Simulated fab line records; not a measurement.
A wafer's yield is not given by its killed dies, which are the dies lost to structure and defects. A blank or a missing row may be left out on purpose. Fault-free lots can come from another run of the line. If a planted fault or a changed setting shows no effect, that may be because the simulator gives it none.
A struck lot beside a sound one || flow n5-finfet || 17 out of 1938 route steps
Sound: the wafers L263.1, L263.4, L263.6. Struck: wafer L275.2 (left out: L275.3, L275.4 of the same lot, which were not struck); the cause appears at the end.
Each step with rows lists, per side, the tool, then ch with its chambers, then its first start. Under that, the readings that differ: sound wafers || struck wafers || difference of the means || sigmas: that difference in standard deviations of wafers without a fault.
alike: same words and numbers on both sides, and readings whose means sit less than 2 such deviations apart. not compared: any withheld reading, any reading some wafer has no value for, any bound like >300 that may hide the same value, and any number with overlapping values for which the record gives no deviation.
Wherever a step has rows on one side only, a row that says differs or no value, or a row with sigmas, the two part there. Non-overlapping numbers with no deviation appear without sigmas and do not part them. Lack of a reading on every wafer of one side parts them only where that side has two or more wafers.

first, 9 steps without rows for these wafers: N5_BEOL_M8_COAT_63 (time 60 s, resist thk 60 nm); N5_BEOL_M8_COAT_64 (time 60 s, resist thk 12 nm); N5_BEOL_M8_COAT_71 (time 60 s, resist thk 5 nm); N5_BEOL_M8_COAT_22 (resist thk 30 nm); N5_BEOL_M8_EBR_24; N5_BEOL_M8_SOFTBAKE_23 (time 60 s); N5_BEOL_M8_EXPOSE_25 (exposes mask V7, target cd 40 nm); N5_BEOL_M8_PEB_26 (peb time 60 s); N5_BEOL_M8_DEVELOP_27 (develop time 30 s).
N5_BEOL_M8_CD_MEAS_28: the cd target is 40 nm.
  sound on cd-sem-02 ch 0, day 11 10:38; struck on cd-sem-01 ch 0, day 14 18:36
  alike: cd-nm
N5_BEOL_M8_OVL_MEAS_29:
  sound on overlay-02 ch 0, day 11 10:40; struck on overlay-02 ch 0, day 14 18:38
  alike: V7_OVL
N5_BEOL_M8_INSPECT_30: inspects for defects (brightfield).
  sound on defect-inspect-01, day 11 10:44; struck on defect-inspect-01, day 14 18:41
  alike: raw-defect-count
N5_BEOL_M8_DESCUM_33: chemistry O2, time 7 s.
  sound on rie-diel-05 ch 2,3, day 11 10:46; struck on rie-diel-04 ch 3, day 14 18:44
{"reading": "throttle-valve-pct (%)", "sound": "20.5 21.0 20.5", "struck": 20.0, "difference": -0.7, "sigmas": -2}
{"reading": "model.CAR-EUV_of_BEOL_M8_COAT_22.thk-nm (nm)", "sound": "26 26 26", "struck": 25, "difference": -1, "sigmas": ""}
  alike: drypump-motor-current-A, o2-flow-sccm, oes-product-au, rf-vpp-V, showerhead-plenum-p-Torr
  not compared: rf-hours-counter-h
N5_BEOL_M8_ETCH_72: etches underlayer in N2/H2, target depth 6.5 nm, time 5.2 s.
  sound on rie-diel-05 ch 2,3, day 11 10:48; struck on rie-diel-04 ch 3, day 14 18:47
  alike: drypump-motor-current-A, etch-rf-on-time-s, oes-product-au, rf-vpp-V, showerhead-plenum-p-Torr, throttle-valve-pct
  not compared: rf-hours-counter-h
N5_BEOL_M8_ETCH_65: etches SiARC in CF4, target depth 15.6 nm, time 26 s.
  sound on rie-diel-05 ch 2,3, day 11 10:49; struck on rie-diel-04 ch 3, day 14 18:48
{"reading": "throttle-valve-pct (%)", "sound": "15.8 16.0 15.8", "struck": 15.1, "difference": -0.8, "sigmas": -3}
{"reading": "model.CAR-EUV_of_BEOL_M8_COAT_22.thk-nm (nm)", "sound": "11 11 11", "struck": 10, "difference": -1, "sigmas": ""}
  alike: drypump-motor-current-A, etch-rf-on-time-s, oes-product-au, rf-vpp-V, showerhead-plenum-p-Torr
  not compared: rf-hours-counter-h
N5_BEOL_M8_ETCH_66: etches SOC in N2/H2, target depth 80 nm, overetch 16 nm, time 120 s.
  sound on rie-diel-05 ch 2,3, day 11 10:50; struck on rie-diel-04 ch 3, day 14 18:49
{"reading": "throttle-valve-pct (%)", "sound": "17.8 18.4 17.8", "struck": 17.4, "difference": -0.6, "sigmas": -2}
  alike: drypump-motor-current-A, oes-product-au, rf-vpp-V, showerhead-plenum-p-Torr
  not compared: rf-hours-counter-h
N5_PASSIVATION_PROBE_49:
  sound wafers here have rows in the record (prober-02, day 14 01:31); struck ones have none

WHERE THEY PART
First at N5_BEOL_M8_DESCUM_33; last, within this record, at N5_PASSIVATION_PROBE_49.

WHY: whatever the simulator had introduced
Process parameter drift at N5_BEOL_M8_DESCUM_33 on rie-diel-04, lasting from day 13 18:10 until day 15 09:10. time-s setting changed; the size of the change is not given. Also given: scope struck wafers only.
